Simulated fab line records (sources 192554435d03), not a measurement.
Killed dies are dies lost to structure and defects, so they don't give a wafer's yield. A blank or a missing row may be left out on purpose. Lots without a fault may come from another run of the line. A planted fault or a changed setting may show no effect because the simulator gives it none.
Chamber matching + flow n5Finfet + 4 sister chambers for N5_FIN_SAQP_MANDREL1_REMOVE_56 on rieSi-05
The step chemistry HBr/Cl2/O2, target a-Si, stops on SiNx, bt time 10 s. 8 wafers are shown with their chamber, then 11 later ones without.

WAFERS WITH THEIR CHAMBER
| wafer  | chamber | drypumpMotorCurrentA (A) | oesProductAu (a.u.) |
|--------|---------|--------------------------|---------------------|
| L085.4 | 0       | 5.1                      | 1.034               |
| L087.1 | 0       | 5.1                      | 1.034               |
| L087.2 | 3       | 6.1                      | 1.011               |
| L091.6 | 1       | 5.2                      | 1.033               |
| L092.1 | 1       | 5.3                      | 1.042               |
| L092.2 | 2       | 6.5                      | 0.992               |
| L092.6 | 3       | 6.1                      | 1.011               |
| L094.1 | 2       | 6.5                      | 0.984               |

WAFERS WHOSE CHAMBER IS MISSING
| wafer  | drypumpMotorCurrentA (A) | oesProductAu (a.u.) |
|--------|--------------------------|---------------------|
| L094.2 | 5.1                      | 1.020               |
| L094.5 | 5.1                      | 1.016               |
| L095.2 | 6.2                      | 1.003               |
| L095.5 | 5.2                      | 1.027               |
| L095.6 | 5.1                      | 1.034               |
| L096.2 | 6.5                      | 0.990               |
| L096.4 | 5.3                      | 1.022               |
| L096.5 | 5.1                      | 1.017               |
| L097.2 | 6.1                      | 1.014               |
| L097.3 | 6.6                      | 1.001               |
| L097.6 | 6.6                      | 0.994               |

WHICH CHAMBER EACH WENT THROUGH
| wafer  | from the rows above     | in truth |
|--------|-------------------------|----------|
| L094.2 | 0                       | 0        |
| L094.5 | 0                       | 0        |
| L095.2 | 3                       | 3        |
| L095.5 | can't be placed: 1 or 0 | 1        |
| L095.6 | 0                       | 0        |
| L096.2 | 2                       | 2        |
| L096.4 | 1                       | 1        |
| L096.5 | 0                       | 0        |
| L097.2 | 3                       | 3        |
| L097.3 | 2                       | 2        |
| L097.6 | 2                       | 2        |
Correctly placed: 10 of 11. These rows do not allow placing 1 (true chamber among the candidates in 1). Wrongly placed: 0.
How it was worked out, from the rows above alone: a wafer's distance from a chamber is the root of the sum, over the readings, of the square of ((its reading less the chamber's mean) divided by the reading's scatter). If the next closest chamber is less than 2 further off than the closest, the wafer can't be placed; otherwise it belongs to the closest. A chamber's mean is the mean of its shown wafers. How the scatter is found: for the shown wafers, subtract from each reading the mean of its chamber, square and add these, divide the total by (wafers less chambers), then take the root.
